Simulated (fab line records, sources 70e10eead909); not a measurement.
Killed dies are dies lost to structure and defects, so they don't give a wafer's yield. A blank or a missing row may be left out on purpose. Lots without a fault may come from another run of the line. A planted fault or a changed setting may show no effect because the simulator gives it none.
Which tool did it? | flow nand_harc | 16 lots, 48 wafers sampled, at 8 steps of a route of 1302

WHAT THE GAUGES READ, wafer by wafer
NHARC_A_CHANNEL_HOLE_D1_CD_MEAS_30. Usual: cd_nm 90.2 nm, standard deviation 0.96.
lot  | measured     | on        | cd_nm (nm)     | flag
L239 | day 8 23:34  | cd_sem-01 | 90.1 89.6 88.8 |
L238 | day 9 11:21  | cd_sem-03 | 91.1 90.0 90.8 |
L240 | day 9 23:31  | cd_sem-03 | 90.7 89.8 90.7 |
L241 | day 9 23:58  | cd_sem-03 | 89.9 88.9 89.1 |
L245 | day 12 03:23 | cd_sem-03 | 91.6 88.4 90.6 |
L246 | day 12 06:31 | cd_sem-01 | 90.0 91.8 92.3 |
L247 | day 12 16:21 | cd_sem-02 | 90.5 89.6 90.3 |
L248 | day 13 04:25 | cd_sem-03 | 88.4 88.7 88.9 |
L250 | day 13 19:11 | cd_sem-02 | 89.6 91.5 90.7 |
L252 | day 14 21:02 | cd_sem-01 | 90.6 89.7 89.7 |
L255 | day 16 02:54 | cd_sem-01 | 89.9 90.6 89.4 |
L257 | day 16 23:53 | cd_sem-01 | 89.6 89.4 89.6 |
L258 | day 17 07:32 | cd_sem-02 | 90.0 90.7 90.6 |
L259 | day 17 15:54 | cd_sem-03 | 90.1 89.2 90.4 |
L260 | day 17 21:04 | cd_sem-02 | 90.2 91.0 88.5 |
L261 | day 18 16:10 | cd_sem-02 | 88.1 88.9 90.1 |

NHARC_A_CHANNEL_HOLE_D2_CD_MEAS_10: target cd 100 nm. Usual: cd_nm 100.1 nm, standard deviation 0.4.
lot  | measured     | on        | cd_nm (nm)        | flag
L239 | day 12 23:05 | cd_sem-02 | 100.0 99.9 100.2  |
L238 | day 13 23:50 | cd_sem-03 | 99.6 100.1 99.9   |
L240 | day 14 06:51 | cd_sem-03 | 99.7 100.4 99.9   |
L241 | day 14 06:25 | cd_sem-03 | 100.2 99.7 100.2  |
L245 | day 16 13:02 | cd_sem-03 | 117.0 116.1 116.3 | OFF
L246 | day 16 12:51 | cd_sem-01 | 100.5 100.1 100.3 |
L247 | day 17 04:17 | cd_sem-03 | 113.8 114.3 113.5 | OFF
L248 | day 17 13:46 | cd_sem-01 | 112.2 112.9 113.6 | OFF
L250 | day 18 03:23 | cd_sem-03 | 113.1 113.0 112.7 | OFF
L252 | day 19 06:32 | cd_sem-03 | 99.7 99.9 99.9    |
L255 | day 20 13:26 | cd_sem-01 | 99.8 99.9 100.6   |
L257 | day 21 08:19 | cd_sem-03 | 99.8 99.4 100.7   |
L258 | day 21 15:25 | cd_sem-03 | 99.6 100.2 99.9   |
L259 | day 21 22:59 | cd_sem-03 | 99.5 100.0 100.7  |
L260 | day 22 08:46 | cd_sem-02 | 100.1 100.1 100.5 |
L261 | day 22 22:04 | cd_sem-03 | 99.3 100.6 100.3  |

NHARC_A_CHANNEL_HOLE_D2_CD_MEAS_31. Usual: cd_nm 89.8 nm, standard deviation 1.
lot  | measured     | on        | cd_nm (nm)        | flag
L239 | day 13 05:59 | cd_sem-03 | 88.3 88.8 89.0    |
L238 | day 14 06:42 | cd_sem-01 | 87.7 89.9 89.1    |
L240 | day 14 14:23 | cd_sem-02 | 91.4 89.6 90.3    |
L241 | day 14 13:17 | cd_sem-03 | 89.5 89.9 89.3    |
L245 | day 16 19:56 | cd_sem-01 | 106.1 105.6 105.4 | OFF
L246 | day 16 19:44 | cd_sem-01 | 91.0 90.2 91.0    |
L247 | day 17 11:53 | cd_sem-02 | 103.2 103.6 103.7 | OFF
L248 | day 17 23:53 | cd_sem-01 | 99.9 102.0 101.7  | OFF
L250 | day 18 12:01 | cd_sem-01 | 102.7 102.6 101.9 | OFF
L252 | day 19 13:23 | cd_sem-03 | 89.4 89.7 90.4    |
L255 | day 20 20:20 | cd_sem-03 | 88.4 89.5 89.9    |
L257 | day 21 15:12 | cd_sem-01 | 88.6 88.7 90.5    |
L258 | day 21 22:18 | cd_sem-03 | 89.9 88.8 89.5    |
L259 | day 22 06:41 | cd_sem-01 | 90.5 90.6 89.5    |
L260 | day 22 15:39 | cd_sem-02 | 88.7 89.4 88.9    |
L261 | day 23 05:07 | cd_sem-03 | 90.2 91.4 91.1    |

NHARC_END_WLT_00. Usual: VT_DECK1_BOTTOM 0.871, standard deviation 0.0061; VT_DECK1_BOTTOM_INNER 0.870, standard deviation 0.0064; VT_DECK1_MEDIAN_NEAR_BOTTOM 0.872, standard deviation 0.0065; VT_DECK1_MEDIAN_NEAR_BOTTOM_INNER 0.872, standard deviation 0.0065; VT_DECK1_MIDDLE 0.884, standard deviation 0.0064; VT_DECK1_MIDDLE_INNER 0.884, standard deviation 0.0062; VT_DECK1_TOP 0.896, standard deviation 0.0069; VT_DECK1_TOP_INNER 0.895, standard deviation 0.0067; VT_DECK2_BOTTOM 0.870, standard deviation 0.0074; VT_DECK2_BOTTOM_INNER 0.870, standard deviation 0.007; VT_DECK2_MEDIAN_NEAR_BOTTOM 0.870, standard deviation 0.0073; VT_DECK2_MEDIAN_NEAR_BOTTOM_INNER 0.870, standard deviation 0.0073; VT_DECK2_MIDDLE 0.883, standard deviation 0.0079; VT_DECK2_MIDDLE_INNER 0.883, standard deviation 0.0075; VT_DECK2_TOP 0.895, standard deviation 0.0075; VT_DECK2_TOP_INNER 0.895, standard deviation 0.0072.
lot  | measured     | on        | VT_DECK1_BOTTOM   | VT_DECK1_BOTTOM_INNER | VT_DECK1_MEDIAN_NEAR_BOTTOM | VT_DECK1_MEDIAN_NEAR_BOTTOM_INNER | VT_DECK1_MIDDLE   | VT_DECK1_MIDDLE_INNER | VT_DECK1_TOP      | VT_DECK1_TOP_INNER | VT_DECK2_BOTTOM   | VT_DECK2_BOTTOM_INNER | VT_DECK2_MEDIAN_NEAR_BOTTOM | VT_DECK2_MEDIAN_NEAR_BOTTOM_INNER | VT_DECK2_MIDDLE   | VT_DECK2_MIDDLE_INNER | VT_DECK2_TOP      | VT_DECK2_TOP_INNER | flag
L239 | day 24 02:19 | prober-01 | 0.871 0.864 0.864 | 0.868 0.873 0.856     | 0.872 0.862 0.862           | 0.872 0.864 0.867                 | 0.883 0.890 0.882 | 0.882 0.878 0.877     | 0.898 0.889 0.892 | 0.892 0.894 0.889  | 0.861 0.863 0.862 | 0.857 0.859 0.858     | 0.862 0.858 0.862           | 0.867 0.864 0.865                 | 0.871 0.869 0.875 | 0.871 0.883 0.872     | 0.891 0.892 0.893 | 0.886 0.887 0.896  |
L238 | day 24 20:39 | prober-02 | 0.874 0.868 0.875 | 0.872 0.873 0.871     | 0.872 0.865 0.880           | 0.871 0.873 0.864                 | 0.889 0.870 0.886 | 0.879 0.870 0.890     | 0.890 0.897 0.892 | 0.905 0.890 0.896  | 0.865 0.880 0.870 | 0.865 0.873 0.864     | 0.863 0.867 0.868           | 0.872 0.878 0.876                 | 0.880 0.893 0.881 | 0.887 0.886 0.887     | 0.900 0.890 0.907 | 0.888 0.899 0.896  |
L240 | day 25 23:10 | prober-01 | 0.862 0.866 0.865 | 0.869 0.854 0.873     | 0.870 0.860 0.867           | 0.862 0.865 0.860                 | 0.881 0.874 0.881 | 0.874 0.878 0.877     | 0.898 0.883 0.880 | 0.890 0.888 0.896  | 0.871 0.877 0.866 | 0.869 0.865 0.867     | 0.866 0.869 0.876           | 0.866 0.872 0.871                 | 0.885 0.884 0.887 | 0.873 0.892 0.876     | 0.888 0.897 0.897 | 0.894 0.898 0.893  |
L241 | day 25 05:06 | prober-01 | 0.875 0.870 0.873 | 0.874 0.871 0.863     | 0.874 0.876 0.866           | 0.879 0.878 0.884                 | 0.884 0.886 0.881 | 0.888 0.884 0.890     | 0.898 0.896 0.892 | 0.899 0.899 0.902  | 0.865 0.867 0.871 | 0.875 0.883 0.866     | 0.876 0.866 0.866           | 0.871 0.870 0.870                 | 0.890 0.884 0.889 | 0.887 0.880 0.878     | 0.893 0.896 0.895 | 0.896 0.898 0.891  |
L245 | day 27 20:10 | prober-02 | 0.878 0.885 0.879 | 0.886 0.869 0.880     | 0.878 0.887 0.876           | 0.888 0.884 0.880                 | 0.899 0.883 0.894 | 0.894 0.884 0.890     | 0.900 0.907 0.903 | 0.900 0.905 0.909  | 0.913 0.924 0.918 | 0.922 0.923 0.924     | 0.923 0.918 0.922           | 0.921 0.916 0.923                 | 0.928 0.934 0.924 | 0.935 0.930 0.929     | 0.947 0.942 0.941 | 0.935 0.941 0.946  | OFF
L246 | day 27 15:49 | prober-01 | 0.865 0.867 0.869 | 0.866 0.866 0.874     | 0.868 0.873 0.875           | 0.867 0.874 0.875                 | 0.882 0.881 0.889 | 0.881 0.886 0.881     | 0.889 0.892 0.894 | 0.893 0.896 0.888  | 0.879 0.881 0.874 | 0.878 0.870 0.875     | 0.882 0.880 0.880           | 0.877 0.871 0.873                 | 0.890 0.892 0.892 | 0.892 0.886 0.894     | 0.906 0.902 0.899 | 0.902 0.890 0.904  |
L247 | day 28 06:05 | prober-01 | 0.879 0.872 0.874 | 0.872 0.875 0.881     | 0.876 0.871 0.879           | 0.879 0.866 0.871                 | 0.889 0.893 0.896 | 0.893 0.884 0.895     | 0.902 0.895 0.897 | 0.903 0.895 0.906  | 0.898 0.902 0.894 | 0.895 0.897 0.900     | 0.896 0.893 0.891           | 0.895 0.898 0.897                 | 0.901 0.906 0.894 | 0.913 0.902 0.898     | 0.914 0.915 0.910 | 0.909 0.907 0.912  | OFF
L248 | day 29 08:02 | prober-01 | 0.867 0.875 0.886 | 0.873 0.871 0.868     | 0.865 0.875 0.878           | 0.872 0.873 0.880                 | 0.891 0.888 0.889 | 0.890 0.890 0.892     | 0.911 0.910 0.902 | 0.911 0.904 0.902  | 0.882 0.899 0.892 | 0.903 0.900 0.905     | 0.893 0.891 0.897           | 0.894 0.899 0.896                 | 0.905 0.910 0.910 | 0.902 0.913 0.913     | 0.920 0.918 0.917 | 0.912 0.924 0.920  | OFF
L250 | day 29 07:34 | prober-02 | 0.874 0.884 0.880 | 0.869 0.879 0.885     | 0.867 0.881 0.877           | 0.882 0.878 0.880                 | 0.893 0.893 0.886 | 0.889 0.889 0.888     | 0.898 0.899 0.901 | 0.906 0.900 0.900  | 0.906 0.909 0.903 | 0.898 0.912 0.904     | 0.911 0.905 0.907           | 0.906 0.910 0.894                 | 0.905 0.914 0.908 | 0.908 0.923 0.912     | 0.922 0.920 0.913 | 0.929 0.928 0.931  | OFF
L252 | day 29 23:19 | prober-01 | 0.874 0.875 0.877 | 0.874 0.868 0.866     | 0.869 0.868 0.874           | 0.863 0.868 0.864                 | 0.878 0.886 0.872 | 0.882 0.875 0.885     | 0.899 0.886 0.896 | 0.897 0.888 0.890  | 0.865 0.865 0.864 | 0.866 0.866 0.863     | 0.863 0.872 0.864           | 0.863 0.867 0.874                 | 0.879 0.887 0.879 | 0.885 0.885 0.881     | 0.888 0.890 0.892 | 0.891 0.894 0.890  |
L255 | day 31 15:25 | prober-02 | 0.872 0.881 0.880 | 0.879 0.878 0.879     | 0.874 0.880 0.870           | 0.878 0.868 0.878                 | 0.884 0.884 0.889 | 0.884 0.884 0.888     | 0.903 0.906 0.902 | 0.901 0.901 0.906  | 0.865 0.861 0.870 | 0.865 0.857 0.867     | 0.858 0.865 0.865           | 0.860 0.861 0.865                 | 0.872 0.868 0.872 | 0.875 0.872 0.866     | 0.893 0.893 0.888 | 0.887 0.895 0.884  |
L257 | day 32 14:47 | prober-01 | 0.866 0.870 0.865 | 0.874 0.868 0.877     | 0.872 0.870 0.864           | 0.872 0.874 0.872                 | 0.887 0.887 0.881 | 0.888 0.885 0.880     | 0.901 0.890 0.892 | 0.904 0.893 0.894  | 0.872 0.869 0.869 | 0.869 0.870 0.876     | 0.863 0.870 0.873           | 0.871 0.873 0.874                 | 0.879 0.882 0.889 | 0.887 0.882 0.888     | 0.898 0.900 0.893 | 0.897 0.892 0.890  |
L258 | day 33 00:59 | prober-01 | 0.863 0.866 0.869 | 0.862 0.867 0.866     | 0.861 0.863 0.867           | 0.860 0.865 0.871                 | 0.873 0.878 0.874 | 0.873 0.877 0.874     | 0.887 0.880 0.889 | 0.895 0.888 0.888  | 0.854 0.857 0.866 | 0.862 0.858 0.856     | 0.871 0.867 0.856           | 0.868 0.855 0.859                 | 0.876 0.873 0.883 | 0.879 0.867 0.870     | 0.886 0.879 0.884 | 0.887 0.884 0.887  |
L259 | day 33 01:00 | prober-02 | 0.873 0.868 0.877 | 0.877 0.873 0.872     | 0.881 0.873 0.879           | 0.873 0.879 0.879                 | 0.880 0.883 0.884 | 0.890 0.887 0.886     | 0.900 0.894 0.902 | 0.902 0.893 0.902  | 0.880 0.872 0.877 | 0.884 0.888 0.877     | 0.880 0.877 0.883           | 0.876 0.877 0.879                 | 0.889 0.892 0.892 | 0.887 0.889 0.886     | 0.906 0.902 0.907 | 0.903 0.895 0.913  |
L260 | day 33 08:13 | prober-02 | 0.869 0.864 0.855 | 0.871 0.872 0.862     | 0.865 0.876 0.861           | 0.868 0.871 0.859                 | 0.878 0.878 0.880 | 0.875 0.875 0.872     | 0.887 0.888 0.892 | 0.887 0.892 0.884  | 0.864 0.859 0.862 | 0.851 0.858 0.856     | 0.852 0.873 0.852           | 0.856 0.864 0.851                 | 0.877 0.867 0.874 | 0.867 0.873 0.876     | 0.876 0.887 0.890 | 0.891 0.882 0.887  |
L261 | day 33 23:07 | prober-01 | 0.875 0.864 0.878 | 0.869 0.876 0.873     | 0.876 0.877 0.871           | 0.872 0.876 0.886                 | 0.890 0.892 0.885 | 0.886 0.891 0.895     | 0.906 0.907 0.906 | 0.906 0.909 0.902  | 0.877 0.875 0.878 | 0.873 0.884 0.872     | 0.871 0.875 0.875           | 0.872 0.871 0.875                 | 0.884 0.894 0.884 | 0.882 0.882 0.879     | 0.887 0.895 0.890 | 0.892 0.904 0.887  |

WHICH TOOL RAN EACH LOT (tool, then ch and the chambers of the sampled wafers, then the start)
lot  | NHARC_A_DECK1_JOINT_CMP_02    | NHARC_A_CHANNEL_HOLE_D2_DEP_00 | NHARC_A_CHANNEL_HOLE_D2_EXPOSE_07  | NHARC_A_CHANNEL_HOLE_D2_XSEM_32
L239 | cmp-02 ch 1,2,3, day 12 05:26 | acl_dep-03 ch 0, day 12 21:03  | arfi_scanner-01 ch 0, day 12 22:58 | xsem-02 ch 0, day 13 06:05
L238 | cmp-03 ch 0,1,3, day 13 00:46 | acl_dep-01 ch 0, day 13 21:56  | arfi_scanner-01 ch 0, day 13 23:41 | xsem-01 ch 0, day 14 06:47
L240 | cmp-01 ch 0,1,2, day 13 10:08 | acl_dep-02 ch 0, day 14 04:13  | arfi_scanner-03 ch 0, day 14 06:43 | xsem-01 ch 0, day 14 14:28
L241 | cmp-03 ch 1,2, day 13 10:08   | acl_dep-01 ch 0, day 14 03:53  | arfi_scanner-01 ch 0, day 14 06:17 | xsem-02 ch 0, day 14 13:22
L245 | cmp-01 ch 0,3, day 15 18:06   | acl_dep-02 ch 0, day 16 10:42  | arfi_scanner-02 ch 0, day 16 12:54 | xsem-02 ch 0, day 16 20:02
L246 | cmp-02 ch 0,1,3, day 15 18:07 | acl_dep-03 ch 0, day 16 10:13  | arfi_scanner-03 ch 0, day 16 12:43 | xsem-02 ch 0, day 16 19:50
L247 | cmp-01 ch 2,3, day 16 11:58   | acl_dep-03 ch 0, day 17 02:23  | arfi_scanner-02 ch 0, day 17 04:09 | xsem-02 ch 0, day 17 11:58
L248 | cmp-03 ch 1,2, day 16 19:06   | acl_dep-03 ch 0, day 17 11:51  | arfi_scanner-02 ch 0, day 17 13:38 | xsem-01 ch 0, day 17 23:58
L250 | cmp-02 ch 2,3, day 17 07:07   | acl_dep-03 ch 0, day 18 01:19  | arfi_scanner-02 ch 0, day 18 03:15 | xsem-01 ch 0, day 18 12:06
L252 | cmp-02 ch 1,2,3, day 18 11:23 | acl_dep-03 ch 0, day 19 04:38  | arfi_scanner-03 ch 0, day 19 06:23 | xsem-02 ch 0, day 19 13:29
L255 | cmp-03 ch 0,1,2, day 19 16:32 | acl_dep-02 ch 0, day 20 11:24  | arfi_scanner-01 ch 0, day 20 13:17 | xsem-01 ch 0, day 20 20:25
L257 | cmp-02 ch 1,2, day 20 10:35   | acl_dep-01 ch 0, day 21 05:39  | arfi_scanner-01 ch 0, day 21 08:10 | xsem-02 ch 0, day 21 15:17
L258 | cmp-01 ch 1,3, day 20 18:30   | acl_dep-02 ch 0, day 21 13:12  | arfi_scanner-01 ch 0, day 21 15:17 | xsem-01 ch 0, day 21 22:23
L259 | cmp-03 ch 1,2,3, day 21 00:04 | acl_dep-02 ch 0, day 21 20:40  | arfi_scanner-03 ch 0, day 21 22:51 | xsem-01 ch 0, day 22 06:47
L260 | cmp-03 ch 0,2,3, day 21 16:05 | acl_dep-03 ch 0, day 22 05:52  | arfi_scanner-03 ch 0, day 22 08:38 | xsem-02 ch 0, day 22 15:44
L261 | cmp-02 ch 0,1, day 22 04:35   | acl_dep-03 ch 0, day 22 19:32  | arfi_scanner-03 ch 0, day 22 21:55 | xsem-02 ch 0, day 23 05:12
- NHARC_A_DECK1_JOINT_CMP_02: polishes SiOx.
- NHARC_A_CHANNEL_HOLE_D2_DEP_00: deposits aC, target thk 3100 nm.
- NHARC_A_CHANNEL_HOLE_D2_EXPOSE_07: exposes mask HOLE D2, target cd 100 nm.
- NHARC_A_CHANNEL_HOLE_D2_XSEM_32

WHAT THE TOOLS THEMSELVES READ (means of the sampled wafers that have a number; where no wafer has one, the mark that the record gives instead)
NHARC_A_DECK1_JOINT_CMP_02. Usual: motor_current_A 12.1 A, standard deviation 1.3; slurry_filter_dp_kPa 13.50 kPa, standard deviation 0.13.
lot  | tool   | motor_current_A (A) | slurry_filter_dp_kPa (kPa) | flag
L239 | cmp-02 | 12.2                | 13.57                      |
L238 | cmp-03 | 11.3                | 13.45                      |
L240 | cmp-01 | 12.3                | 13.56                      |
L241 | cmp-03 | 11.9                | 13.56                      |
L245 | cmp-01 | 12.3                | 13.41                      |
L246 | cmp-02 | 11.3                | 13.45                      |
L247 | cmp-01 | 13.4                | 13.45                      |
L248 | cmp-03 | 11.4                | 13.49                      |
L250 | cmp-02 | 12.6                | 13.44                      |
L252 | cmp-02 | 12.2                | 13.67                      |
L255 | cmp-03 | 11.5                | 13.52                      |
L257 | cmp-02 | 12.4                | 13.71                      |
L258 | cmp-01 | 13.8                | 13.42                      |
L259 | cmp-03 | 11.4                | 13.49                      |
L260 | cmp-03 | 11.9                | 13.63                      |
L261 | cmp-02 | 10.7                | 13.49                      |

NHARC_A_CHANNEL_HOLE_D2_DEP_00. Usual: throttle_valve_pct 35.000 %, standard deviation 0.0098.
lot  | tool       | throttle_valve_pct (%) | flag
L239 | acl_dep-03 | 35.011                 |
L238 | acl_dep-01 | 34.996                 |
L240 | acl_dep-02 | 35.014                 |
L241 | acl_dep-01 | 35.000                 |
L245 | acl_dep-02 | 35.001                 |
L246 | acl_dep-03 | 35.003                 |
L247 | acl_dep-03 | 34.999                 |
L248 | acl_dep-03 | 34.992                 |
L250 | acl_dep-03 | 35.005                 |
L252 | acl_dep-03 | 34.996                 |
L255 | acl_dep-02 | 35.004                 |
L257 | acl_dep-01 | 34.992                 |
L258 | acl_dep-02 | 34.997                 |
L259 | acl_dep-02 | 35.003                 |
L260 | acl_dep-03 | 35.001                 |
L261 | acl_dep-03 | 35.002                 |

NHARC_A_CHANNEL_HOLE_D2_EXPOSE_07. Usual: exposure_dose_mJ_cm2 59.60, standard deviation 0.07.
lot  | tool            | exposure_dose_mJ_cm2 | flag
L239 | arfi_scanner-01 | 59.61                |
L238 | arfi_scanner-01 | 59.68                |
L240 | arfi_scanner-03 | 59.62                |
L241 | arfi_scanner-01 | 59.63                |
L245 | arfi_scanner-02 | 84.32                | OFF
L246 | arfi_scanner-03 | 59.55                |
L247 | arfi_scanner-02 | 79.33                | OFF
L248 | arfi_scanner-02 | 78.24                | OFF
L250 | arfi_scanner-02 | 78.33                | OFF
L252 | arfi_scanner-03 | 59.63                |
L255 | arfi_scanner-01 | 59.75                |
L257 | arfi_scanner-01 | 59.63                |
L258 | arfi_scanner-01 | 59.59                |
L259 | arfi_scanner-03 | 59.55                |
L260 | arfi_scanner-03 | 59.56                |
L261 | arfi_scanner-03 | 59.47                |

NHARC_A_CHANNEL_HOLE_D2_XSEM_32. Usual: bot_cd_nm 74.4 nm, standard deviation 1.2; bow_nm 8.58 nm, standard deviation 0.29; tilt_deg 0.08 degrees, standard deviation 0.048.
lot  | tool    | bot_cd_nm (nm) | bow_nm (nm) | tilt_deg (degrees) | flag
L239 | xsem-02 | 73.4           | 8.43        | 0.05               |
L238 | xsem-01 | 73.0           | 8.37        | 0.12               |
L240 | xsem-01 | 74.2           | 8.58        | -0.01              |
L241 | xsem-02 | 73.8           | 8.51        | 0.09               |
L245 | xsem-02 | 90.2           | 8.53        | 0.14               | OFF
L246 | xsem-02 | 74.3           | 8.82        | 0.12               |
L247 | xsem-02 | 87.5           | 8.78        | 0.04               | OFF
L248 | xsem-01 | 85.1           | 8.27        | 0.08               | OFF
L250 | xsem-01 | 86.7           | 8.38        | 0.01               | OFF
L252 | xsem-02 | 74.9           | 9.02        | 0.18               |
L255 | xsem-01 | 74.3           | 8.88        | 0.06               |
L257 | xsem-02 | 74.3           | 8.39        | 0.07               |
L258 | xsem-01 | 73.7           | 8.49        | -0.01              |
L259 | xsem-01 | 75.0           | 8.40        | 0.10               |
L260 | xsem-02 | 73.2           | 8.60        | 0.03               |
L261 | xsem-02 | 75.9           | 8.75        | 0.13               |

THE ANSWER, worked out from the rows above alone
Rule: a lot is off if the mean of its wafers that have a number lies more than 3 standard deviations from the usual mean. A lot without any number at a reading at which 4 lots or more have one is off too. The other lots that the step has rows for count as sound. The gauges are gone through in route order, then the tools' own readings, and for those a lot's mean is taken as printed above. The first step at which some lot is off is used, and at that step the reading that is off furthest; a lot without a number counts as furthest.
Off: L245, L247, L248, L250, at NHARC_A_CHANNEL_HOLE_D2_CD_MEAS_10 (cd_nm).
A tool fits if, at a process step before that reading, it ran every lot that is off, and no sound lot after the first of them. The gauges at NHARC_A_CHANNEL_HOLE_D2_CD_MEAS_10 aren't tried: what is off there is off at NHARC_END_WLT_00 too, on other tools, and a gauge's error can't cause that. One fits: arfi_scanner-02 at NHARC_A_CHANNEL_HOLE_D2_EXPOSE_07. It ran no sound lot before its first lot that is off in this sample, so the start can't be narrowed down.
The tool's own readings at NHARC_A_CHANNEL_HOLE_D2_EXPOSE_07 bear it out: on the lots that are off they differ by more than 5 times the standard deviation of the sound lots' means. exposure_dose_mJ_cm2 reads 80.05 there against 59.61 on the sound lots.

WHAT THE SIMULATOR HAD PUT IN
Process parameter drift: arfi_scanner-02, from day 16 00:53 on, at NHARC_A_CHANNEL_HOLE_D2_EXPOSE_07. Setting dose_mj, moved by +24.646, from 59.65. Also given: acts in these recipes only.
Lots struck among those shown: L245, L247, L248, L250. The rule above found the same.
